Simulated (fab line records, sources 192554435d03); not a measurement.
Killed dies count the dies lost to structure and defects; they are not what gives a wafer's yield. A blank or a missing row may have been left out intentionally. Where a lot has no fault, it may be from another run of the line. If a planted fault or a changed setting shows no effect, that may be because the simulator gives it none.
A lot that was struck, set against a sound lot / flow n5-finfet / 31 steps out of a route of 1938
Sound: wafers L700.2, L700.4, L700.6. Struck: wafer L690.1. (L690.6 of the same lot was not struck and is left out.) The cause comes at the end.
For every step that has rows: the tool of each side, followed by ch and its chambers, followed by its first start. Under that, the readings that differ: sound wafers / struck wafers / difference of the means / sigmas: that difference in standard deviations of wafers without a fault.
alike: readings with means less than 2 such deviations apart, plus words and numbers identical on both sides. not compared: withheld readings, readings lacking a value on some wafer, bounds such as >300 that could conceal the same value, and numbers that have no deviation in the record and whose values overlap.
The two part at a step that has a row with sigmas, a row that says differs or no value, or rows on one side only. Numbers that don't overlap but have no deviation are shown without sigmas and don't part them. A reading that every wafer of one side lacks parts them only if that side has two wafers or more.

first, 9 steps without rows for these wafers: N5_BEOL_M6_DESCUM_33 (chemistry O2, time 7 s); N5_BEOL_M6_ETCH_72 (etches underlayer in N2/H2, target depth 6.5 nm, time 5.2 s); N5_BEOL_M6_ETCH_65 (etches SiARC in CF4, target depth 15.6 nm, time 26 s); N5_BEOL_M6_ETCH_66 (etches SOC in N2/H2, target depth 80 nm, overetch 16 nm, time 120 s); N5_BEOL_M6_STRIP_69 (strips in N2/H2); N5_BEOL_M6_STRIP_73 (strips in N2/H2); N5_BEOL_M6_VIA_ETCH_34 (etches SiCOH lowk in C4F6/O2, target depth 126.3 nm, time 50.9 s); N5_BEOL_M6_STRIP_76 (strips in C4F6/O2); N5_BEOL_M6_STRIP_36 (strips in N2/H2).
N5_BEOL_M6_TRENCH_ETCH_37: etches SiCOH lowk in C4F6/O2, target depth 94.435 nm, time 31.5 s.
  sound on rie-diel-01 ch 1,3, day 14 17:23; struck on rie-diel-04 ch 0, day 13 06:54
reading=run-length-s (s); sound=54.6 54.5 54.7; struck=52.5; difference=-2.1; sigmas=-4
reading=model.BEOL_M6.feature-depth-nm (nm); sound=96 96.6 95; struck=90.6; difference=-5.3; sigmas=
reading=model.etch.depth-nm (nm); sound=95.97 96.59 95.06; struck=90.68; difference=-5.19; sigmas=
  alike: drypump-motor-current-A, oes_ar_750_au, oes-product-au, rf-vpp-V, showerhead-plenum-p-Torr, throttle-valve-pct
  not compared: rf-hours-counter-h
then, 2 steps without rows for these wafers: N5_BEOL_M6_ETCH_41 (etches SiCN in CH3F/O2, target depth 29.7 nm, time 52 s); N5_BEOL_M6_STRIP_80 (strips in N2/H2, time 10 s).
N5_BEOL_M6_OCD_MEAS_38:
  struck on ocd-02, day 13 07:04; sound on ocd-02, day 14 17:32
reading=trench-depth-nm (nm); sound=96.6 96.5 95.1; struck=90.5; difference=-5.6; sigmas=-3
then, 13 steps without rows for these wafers: N5_BEOL_M6_HM_STRIP_39 (strips TiN in peroxide tin strip, target depth 25 nm, time 158 s); N5_BEOL_M6_SRD_40 (time 30 s); N5_BEOL_M6_PRECLEAN_42 (cleans in residue remover, time 60 s); N5_BEOL_M6_SRD_43 (time 30 s); N5_BEOL_M6_CURE_75 (cures SiCOH lowk, time 120 s); N5_BEOL_M6_DEGAS_44 (time 60 s); N5_BEOL_M6_PRE_CLEAN_45 (time 30 s); N5_BEOL_M6_ALD_77 (deposits TaN, target thk 2 nm, pulse time 2 s, purge time 3 s); N5_BEOL_M6_SURFACE_TREAT_79; N5_BEOL_M6_CVD_78 (deposits Co from CCTBA/H2, target thk 2 nm, time 142.3 s); N5_BEOL_M6_SPUTTER_48 (material Cu, target thk 10 nm, time 1.667 s); N5_BEOL_M6_ECD_50 (material Cu, target thk 300 nm); N5_BEOL_M6_ANNEAL_51 (time 90 s).
N5_BEOL_M6_CMP_52: polishes, stops on SiCOH lowk, t overpolish 6.9 s, target thk 80 nm.
  sound on cmp-02 ch 0,2,3, day 14 20:56; struck on cmp-02 ch 2, day 13 10:36
reading=model.Cu_of_BEOL_M6_ECD_50.thk-nm (nm); sound=81.4 81 81.8; struck=75.8; difference=-5.6; sigmas=
  alike: barrier-field-endpoint-s, motor-current-A, overpolish-run-s, slurry-filter-dp-kPa, time-to-endpoint-s
then, 2 steps without rows for these wafers: N5_BEOL_M6_PRE_CLEAN_55 (time 15 s); N5_BEOL_M6_DEP_56 (deposits SiCN from 3MS/NH3, target thk 10 nm, time 17.5 s).
N5_BEOL_M6_RS_MEAS_57: measurement is done with a four-point probe.
  struck on film-metro-02, day 13 10:59; sound on film-metro-02, day 14 21:17
reading=M6_RS (ohm/sq); sound=0.280 0.282 0.278; struck=0.304; difference=+0.024; sigmas=+3
-- a jump in the record: the struck wafers' starts before and after are 4 days apart (it breaks off in module BEOL_M6 and resumes in module PASSIVATION, where the first step shown is number 1936 of the route) --
N5_PASSIVATION_PROBE_49:
  the record has rows for the struck wafers here (prober-02, day 17 06:36) and none for the sound ones

## WHERE THEY PART
At N5_BEOL_M6_TRENCH_ETCH_37 first; at N5_PASSIVATION_PROBE_49 last (within this record only).

WHY: the cause the simulator had injected
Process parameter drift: rie-diel-04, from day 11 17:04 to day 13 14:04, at N5_BEOL_M6_TRENCH_ETCH_37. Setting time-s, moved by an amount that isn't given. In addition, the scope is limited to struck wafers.
